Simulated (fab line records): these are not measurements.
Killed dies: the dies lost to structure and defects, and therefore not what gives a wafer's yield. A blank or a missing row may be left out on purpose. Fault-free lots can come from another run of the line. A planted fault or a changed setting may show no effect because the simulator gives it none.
Which of the tools did it? ; flow n5-finfet ; 9 lots with 24 wafers sampled at 5 steps, on a route of 1938 steps

== WHAT EACH GAUGE READ, for each wafer ==
N5_BEOL_M4_RC_MEAS_101.
lot;measured;on;CJ_N;CJ_P;DIBL_N (mV/V);DIBL_P (mV/V);IOFF_N (nA/um);IOFF_N_85C (nA/um);IOFF_N_LIN (nA/um);IOFF_P (nA/um);IOFF_P_85C (nA/um);IOFF_P_LIN (nA/um);ION_N (uA/um);ION_P (uA/um);RS_NWELL (ohm/sq);RS_PWELL (ohm/sq);SS_N (mV/dec);SS_P (mV/dec);VT_N (mV);VT_P (mV)
L184;day 9 11:28;prober-01;4.46 4.37 4.38;6.04 5.59 5.84;34.2 37.0 35.7;34.5 38.1 37.1;0.11 0.16 0.13;2.4 3.2 2.7;0.055 0.071 0.063;0.18 0.22 0.21;3.1 3.7 3.6;0.084 0.097 0.096;655 655 668;451 448 463;1029 1032 1042;3003 3009 3055;71.1 72.2 71.2;72.1 73.3 72.9;258 250 252;-254 -252 -251
L186;day 9 17:33;prober-02;4.48 4.35 4.26;6.13 5.76 5.55;35.4 36.6 31.5;33.8 36.8 31.6;0.14 0.15 0.09;2.7 2.9 1.9;0.057 0.067 0.045;0.16 0.21 0.14;2.8 3.6 2.5;0.080 0.099 0.074;645 653 640;443 449 446;1042 1034 1040;3043 2998 3051;71.9 72.1 70.9;72.2 73.5 71.8;251 252 257;-253 -249 -253
L188;day 9 21:05;prober-01;4.20 4.14 4.29;6.14 5.71 5.70;37.5 34.3 36.0;38.7 35.8 36.9;0.20 0.14 0.16;3.7 2.7 3.1;0.087 0.065 0.073;0.24 0.20 0.20;4.2 3.4 3.6;0.112 0.093 0.098;692 654 671;466 450 457;1041 1044 1043;2994 3016 3010;72.0 71.6 72.1;74.6 73.7 73.9;246 253 251;-251 -252 -249
L194;day 11 18:34;prober-02;4.28 4.31;5.96 5.89;33.5 37.1;34.2 38.5;0.13 0.20;2.7 3.7;0.066 0.089;0.19 0.26;3.4 4.4;0.095 0.116;665 674;461 464;1042 1044;3007 3041;71.0 72.0;72.3 73.7;251 246;-248 -246
L195;day 12 01:53;prober-02;4.34 4.14 4.09;5.96 5.64 5.84;35.8 38.2 36.5;35.7 39.1 37.2;0.16 0.18 0.17;3.2 3.5 3.2;0.078 0.084 0.078;0.19 0.24 0.22;3.4 4.0 3.7;0.095 0.108 0.105;689 670 680;471 456 466;1038 1028 1032;2994 2972 2964;71.6 71.8 71.3;73.1 73.7 73.1;247 248 249;-249 -249 -251
L196;day 12 04:52;prober-02;4.34 4.25;5.62 5.64;35.5 36.0;35.7 36.9;0.13 0.14;2.8 3.0;0.064 0.066;0.18 0.20;3.1 3.4;0.086 0.091;670 668;458 454;1039 1032;2995 3025;71.1 71.4;73.5 73.4;252 254;-253 -252
L198;day 12 22:58;prober-02;2.59 2.59 2.59;2.24 2.24 2.25;50.0 45.2 49.5;47.5 42.4 47.7;1.24 0.66 1.26;17.3 10.4 17.5;0.163 0.137 0.160;1.17 0.47 1.19;15.4 7.2 15.6;0.196 0.148 0.195;697 700 704;476 476 477;998 1000 994;2586 2579 2573;86.8 80.2 87.4;84.9 77.3 86.1;241 241 242;-242 -246 -245
L199;day 13 02:46;prober-02;2.58 2.57 2.57;2.27 2.25 2.26;39.8 42.0 45.4;37.5 42.6 56.2;0.30 0.41 0.66;5.1 6.8 10.1;0.083 0.131 0.125;0.28 0.38 3.05;4.8 6.1 35.1;0.116 0.155 0.292;675 712 670;468 484 471;991 992 989;2564 2557 2574;76.8 74.6 81.3;74.7 75.2 96.2;249 238 245;-247 -243 -240
L205;day 15 04:48;prober-01;4.15 4.50;5.58 5.29;40.2 42.3;42.9 44.0;0.23 0.28;4.2 5.1;0.099 0.115;0.29 0.33;4.9 5.3;0.128 0.139;669 702;456 471;1047 1042;3025 3041;72.3 73.4;74.7 75.0;248 242;-247 -243

== EACH LOT AND THE TOOL THAT RAN IT (in order: tool; ch and the chambers of the sampled wafers; start) ==
lot;N5_ZERO_LAYER_ETCH_18;N5_WELL_APT_EPI_41;N5_PMOS_HMC_CHANNEL_EPI_HM_DEP_34;N5_PMOS_HMC_CHANNEL_EPI_HM_OPEN_15
L184;rie-si-01 ch 1,2, day 2 00:55;epi-rpcvd-03 ch 0, day 2 04:54;pecvd-02 ch 0,1,2, day 2 05:17;rie-diel-01 ch 0,1, day 2 05:43
L186;rie-si-02 ch 0,3, day 2 12:56;epi-rpcvd-01 ch 0, day 2 16:16;pecvd-02 ch 0,1,2, day 2 16:39;rie-diel-04 ch 0,1, day 2 17:13
L188;rie-si-02 ch 2,3, day 3 00:55;epi-rpcvd-02 ch 0, day 3 04:26;pecvd-03 ch 1,2, day 3 05:02;rie-diel-01 ch 0,2, day 3 05:39
L194;rie-si-01 ch 0,1, day 4 12:47;epi-rpcvd-02 ch 0, day 4 16:21;pecvd-04 ch 1,2, day 4 17:13;rie-diel-04 ch 0,1, day 4 17:40
L195;rie-si-03 ch 0,2,3, day 4 18:55;epi-rpcvd-03 ch 0, day 4 22:19;pecvd-04 ch 0,1, day 4 22:59;rie-diel-03 ch 1,2,3, day 4 23:26
L196;rie-si-01 ch 1,3, day 5 00:48;epi-rpcvd-02 ch 0, day 5 04:08;pecvd-04 ch 1, day 5 04:38;rie-diel-01 ch 0, day 5 05:04
L198;rie-si-02 ch 0,1,2, day 5 12:55;epi-rpcvd-02 ch 0, day 5 16:33;pecvd-04 ch 0,1,2, day 5 17:13;rie-diel-01 ch 1,3, day 5 17:40
L199;rie-si-03 ch 0,1,2, day 5 18:55;epi-rpcvd-02 ch 0, day 5 22:10;pecvd-03 ch 0,1,2, day 5 22:44;rie-diel-01 ch 0,1, day 5 23:10
L205;rie-si-02 ch 3, day 7 06:55;epi-rpcvd-01 ch 0, day 7 10:35;pecvd-03 ch 0, day 7 11:04;rie-diel-04 ch 2,3, day 7 11:32
- N5_ZERO_LAYER_ETCH_18: etches Si in HBr/Cl2, target depth 120 nm, time 40 s.
- N5_WELL_APT_EPI_41: deposits Si from SiH4/H2, target thk 50 nm, time 297.7 s.
- N5_PMOS_HMC_CHANNEL_EPI_HM_DEP_34: deposits SiO2 from TEOS/O2, target thk 36 nm, time 6.9 s.
- N5_PMOS_HMC_CHANNEL_EPI_HM_OPEN_15: chemistry CHF3/O2, target SiO2, target depth 40.6 nm, time 20.3 s.

== WHAT THE TOOLS THEMSELVES READ (means of the sampled wafers that have a number; where no wafer has one, the mark that the record gives instead) ==
N5_ZERO_LAYER_ETCH_18.
lot;tool;drypump-motor-current-A (A);oes-product-au (a.u.);throttle-valve-pct (%)
L184;rie-si-01;5.5;0.998;36.7
L186;rie-si-02;5.6;0.976;36.4
L188;rie-si-02;5.6;0.979;36.5
L194;rie-si-01;6.2;0.993;36.7
L195;rie-si-03;5.3;1.016;36.6
L196;rie-si-01;5.5;0.992;36.4
L198;rie-si-02;5.2;0.995;36.8
L199;rie-si-03;5.2;1.000;36.5
L205;rie-si-02;5.8;0.974;36.3

N5_WELL_APT_EPI_41.
lot;tool;lamp-inner-pct (%);run-length-s (s);throttle-valve-pct (%)
L184;epi-rpcvd-03;13.7;354;10.8
L186;epi-rpcvd-01;15.5;357;11.0
L188;epi-rpcvd-02;17.4;362;11.6
L194;epi-rpcvd-02;17.1;362;11.6
L195;epi-rpcvd-03;13.8;355;10.9
L196;epi-rpcvd-02;17.4;354;11.8
L198;epi-rpcvd-02;17.3;499;11.6
L199;epi-rpcvd-02;17.3;500;11.6
L205;epi-rpcvd-01;15.6;366;11.1

N5_PMOS_HMC_CHANNEL_EPI_HM_DEP_34.
lot;tool;heater-power-w (W);showerhead-plenum-p-Torr (Torr);throttle-valve-pct (%)
L184;pecvd-02;607;8.38;18.4
L186;pecvd-02;567;8.39;18.3
L188;pecvd-03;707;8.35;18.4
L194;pecvd-04;474;8.34;19.0
L195;pecvd-04;430;8.35;20.1
L196;pecvd-04;470;8.36;20.4
L198;pecvd-04;476;8.37;19.1
L199;pecvd-03;687;8.35;18.6
L205;pecvd-03;596;8.33;18.0

N5_PMOS_HMC_CHANNEL_EPI_HM_OPEN_15.
lot;tool;drypump-motor-current-A (A);oes-product-au (a.u.);rf-vpp-V (V);showerhead-plenum-p-Torr (Torr);throttle-valve-pct (%)
L184;rie-diel-01;5.3;0.73;533;2.29;19.12
L186;rie-diel-04;5.5;0.80;535;2.44;18.97
L188;rie-diel-01;5.4;0.69;547;2.32;18.92
L194;rie-diel-04;5.4;0.76;535;2.45;19.07
L195;rie-diel-03;5.6;0.82;524;2.41;18.99
L196;rie-diel-01;5.3;0.69;536;2.25;19.07
L198;rie-diel-01;5.4;0.71;517;2.44;19.08
L199;rie-diel-01;5.2;0.71;533;2.28;19.16
L205;rie-diel-04;5.6;0.74;512;2.34;18.87

== THE ANSWER, worked out from the rows above alone ==
Rule: usual is defined by the lots themselves. Put in order of their means at a reading, lots are off if they are a third of the lots or fewer, leave a main group of 4 or more, and stand apart from it by a gap of 3 or more times the standard deviation of the main group's means; of several such gaps the widest counts. A main group is skipped when, at the precision printed for the reading in the tables above, its means are all equal. Also off: a lot with no number at a reading for which 4 or more lots have one. The other lots that the step has rows for count as sound. First the gauges in route order, then the tools' own readings, where a lot's mean is used as printed above. The first step at which some lot is off is used, and at that step the reading that is off furthest; a lot without a number counts as furthest.
Off: at N5_BEOL_M4_RC_MEAS_101 (CJ_N), L198, L199. Mean 4.30 and standard deviation 0.071 in the main group.
If a tool, at a process step before that reading, ran all the lots that are off and no sound lot after the first of them, it fits. The gauges at N5_BEOL_M4_RC_MEAS_101 aren't tried: what is off there is off at N5_WELL_APT_EPI_41 too, on other tools, and a gauge's error can't cause that. Undecided on this evidence; 2 tools fit (epi-rpcvd-02 at N5_WELL_APT_EPI_41, rie-diel-01 at N5_PMOS_HMC_CHANNEL_EPI_HM_OPEN_15).

== WHAT HAD BEEN PUT IN BY THE SIMULATOR ==
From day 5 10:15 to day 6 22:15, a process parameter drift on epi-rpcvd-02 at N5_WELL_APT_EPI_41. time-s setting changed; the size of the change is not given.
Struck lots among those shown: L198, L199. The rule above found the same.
